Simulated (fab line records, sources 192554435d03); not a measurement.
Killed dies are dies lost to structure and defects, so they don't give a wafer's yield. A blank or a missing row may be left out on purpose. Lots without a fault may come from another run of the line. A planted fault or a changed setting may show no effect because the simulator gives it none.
Chamber matching | flow n5_finfet | N5_BEOL_M6_ETCH_61 on rie_diel-02: 4 sister chambers
The step etches SiARC in CF4, target depth 45.5 nm, time 75.8 s. 16 wafers are shown with their chamber, then 8 later ones without.

WAFERS WITH THEIR CHAMBER
wafer  | chamber | drypump_motor_current_A (A) | showerhead_plenum_p_Torr (Torr) | throttle_valve_pct (%)
L077.1 | 3       | 5.1                         | 2.21                            | 16.00
L077.4 | 1       | 5.2                         | 2.15                            | 15.66
L077.6 | 0       | 6.1                         | 2.06                            | 15.57
L076.1 | 3       | 5.1                         | 2.21                            | 16.02
L076.4 | 0       | 6.1                         | 2.06                            | 15.58
L076.6 | 2       | 5.3                         | 2.05                            | 16.15
L075.2 | 1       | 5.3                         | 2.15                            | 15.67
L075.4 | 2       | 5.3                         | 2.05                            | 16.16
L075.6 | 3       | 5.1                         | 2.21                            | 16.03
L078.2 | 3       | 5.1                         | 2.21                            | 16.01
L078.4 | 0       | 6.1                         | 2.06                            | 15.58
L078.6 | 2       | 5.3                         | 2.05                            | 16.15
L079.2 | 1       | 5.2                         | 2.14                            | 15.68
L079.3 | 0       | 6.1                         | 2.05                            | 15.61
L079.5 | 0       | 6.1                         | 2.05                            | 15.61
L085.2 | 0       | 6.1                         | 2.05                            | 15.64

SIGNATURES (means of the wafers above)
reading                  | chamber 0 | chamber 1 | chamber 2 | chamber 3 | scatter within a chamber
drypump_motor_current_A  | 6.100     | 5.233     | 5.300     | 5.100     | 0.0236
showerhead_plenum_p_Torr | 2.0550    | 2.1467    | 2.0500    | 2.2100    | 0.00425
throttle_valve_pct       | 15.5983   | 15.6700   | 16.1533   | 16.0150   | 0.0188
Rule: a wafer's distance from a chamber is the root of the sum, over the readings, of the square of ((its reading less the chamber's mean) divided by the reading's scatter). The wafer belongs to the nearest chamber; if the next one is less than 2 further off, it can't be placed. The scatter: the root of (the sum of the squares of (reading less its chamber's mean) over the shown wafers, divided by (wafers less chambers)).

WAFERS WITHOUT THEIR CHAMBER
wafer  | drypump_motor_current_A (A) | showerhead_plenum_p_Torr (Torr) | throttle_valve_pct (%)
L085.5 | 6.1                         | 2.05                            | 15.63
L085.6 | 5.1                         | 2.20                            | 16.05
L095.2 | 5.2                         | 2.13                            | 15.76
L095.5 | 6.1                         | 2.04                            | 15.68
L095.6 | 5.1                         | 2.20                            | 16.11
L096.1 | 5.2                         | 2.13                            | 15.75
L096.2 | 6.1                         | 2.04                            | 15.66
L096.5 | 5.2                         | 2.13                            | 15.76

WHICH CHAMBER EACH WENT THROUGH
wafer  | from the rows above | in truth
L085.5 | 0                   | 0
L085.6 | 3                   | 3
L095.2 | 1                   | 1
L095.5 | 0                   | 0
L095.6 | 3                   | 3
L096.1 | 1                   | 1
L096.2 | 0                   | 0
L096.5 | 1                   | 1
Placed correctly: 8 of 8. Can't be placed from these rows: 0. Placed wrongly: 0.
